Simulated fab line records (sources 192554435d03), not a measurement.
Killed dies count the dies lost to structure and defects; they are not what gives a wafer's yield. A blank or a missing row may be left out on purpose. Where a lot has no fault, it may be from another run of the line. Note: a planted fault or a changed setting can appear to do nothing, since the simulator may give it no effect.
The same fault as seen by 2 desks + flow n5_finfet + every desk sees just its own numbers, and what lay behind them comes last

== TOOL OWNER'S DESK, cmp-03 ==
The tool's own readings at N5_BEOL_M0_CMP_120 (polishes, stops on SiOC, t overpolish 6.9 s): means of the sampled wafers that have a number, for each lot that ran on this tool. Any lot whose mean is over 4 standard deviations away from the usual mean is out of limits and marked OUT; that distance is given in the brackets.
Columns: A = barrier_field_endpoint_s at N5_BEOL_M0_CMP_120, usual 3.61 s; B = motor_current_A at N5_BEOL_M0_CMP_120, usual 6.0 A; C = overpolish_run_s at N5_BEOL_M0_CMP_120, usual 6.900 s; D = slurry_filter_dp_kPa at N5_BEOL_M0_CMP_120, usual 13.50 kPa; E = time_to_endpoint_s at N5_BEOL_M0_CMP_120, usual 62.5 s
| lot  | first seen here | A               | B   | C     | D     | E               |
|------|-----------------|-----------------|-----|-------|-------|-----------------|
| L209 | day 6 06:23     | 3.70            | 6.5 | 6.894 | 13.60 | 62.9            |
| L218 | day 8 10:04     | 1.96 (-18) OUT  | 6.3 | 6.899 | 13.39 | 33.7 (-12) OUT  |
| L219 | day 8 15:23     | 2.85 (-8.1) OUT | 6.5 | 6.903 | 13.38 | 50.4 (-5.0) OUT |
| L232 | day 11 13:55    | 3.70            | 6.2 | 6.897 | 13.45 | 61.0            |
This desk finds L218, L219 out of limits, L218 being first, at day 8 10:04 (barrier_field_endpoint_s at N5_BEOL_M0_CMP_120). L209, L232 stayed within limits.

== FROM THE METROLOGY DESK ==
What the gauges read, lot by lot, whatever tool the lot ran on: means of the sampled wafers that have a number. Any lot whose mean is over 4 standard deviations away from the usual mean is out of limits and marked OUT; that distance is given in the brackets. Shown here are 7 of its 10 readings, the ones lying furthest out on some lot.
Columns: A = DIBL_N at N5_BEOL_M4_RC_MEAS_101, usual 35.9 mV/V; B = DIBL_P at N5_BEOL_M4_RC_MEAS_101, usual 35.9 mV/V; C = IOFF_N at N5_BEOL_M4_RC_MEAS_101, usual 0.152 nA/um; D = IOFF_P at N5_BEOL_M4_RC_MEAS_101, usual 0.204 nA/um; E = ION_P at N5_BEOL_M4_RC_MEAS_101, usual 462 uA/um; F = VT_N at N5_BEOL_M4_RC_MEAS_101, usual 250.3 mV; G = VT_P at N5_BEOL_M4_RC_MEAS_101, usual -250.6 mV
| lot  | first seen here | A    | B    | C     | D     | E   | F     | G      |
|------|-----------------|------|------|-------|-------|-----|-------|--------|
| L209 | day 8 12:53     | 36.5 | 36.8 | 0.141 | 0.188 | 458 | 252.5 | -252.3 |
| L210 | day 8 18:44     | 35.4 | 36.0 | 0.166 | 0.203 | 460 | 248.2 | -251.5 |
| L219 | day 11 07:58    | 37.9 | 38.0 | 0.215 | 0.232 | 462 | 243.4 | -250.8 |
| L218 | day 12 03:04    | 36.5 | 36.2 | 0.144 | 0.204 | 460 | 249.2 | -248.8 |
| L223 | day 12 07:56    | 33.7 | 35.4 | 0.148 | 0.213 | 473 | 249.6 | -247.9 |
| L224 | day 12 14:05    | 37.6 | 35.0 | 0.141 | 0.168 | 457 | 250.7 | -253.7 |
| L226 | day 13 14:47    | 36.4 | 36.6 | 0.142 | 0.175 | 456 | 250.4 | -253.4 |
| L229 | day 13 17:28    | 35.9 | 36.1 | 0.158 | 0.182 | 454 | 249.6 | -254.8 |
| L230 | day 14 01:35    | 35.1 | 36.4 | 0.133 | 0.171 | 455 | 253.8 | -255.0 |
| L232 | day 14 22:47    | 35.5 | 34.7 | 0.137 | 0.225 | 471 | 251.2 | -246.5 |
Finding of this desk: none of the 10 lots has anything out of limits.

== ALL TOGETHER ==
An alarm could have come from the tool owner's desk at day 8 10:04, on L218, L219.
At the metrology desk, nothing out of limits was observed.
The metrology desk holds a record of L218, L219, inside its limits.
Of the lots named, all ran N5_BEOL_M0_CMP_120 on cmp-03.

== WHAT THE SIMULATOR HAD INSERTED ==
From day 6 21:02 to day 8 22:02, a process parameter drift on cmp-03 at N5_BEOL_M0_CMP_120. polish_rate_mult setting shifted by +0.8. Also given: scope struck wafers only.
Lots struck among those shown: L218, L219.
Time in hours from fault onset to the first out-of-limits reading at each desk: the tool owner's desk, 37.
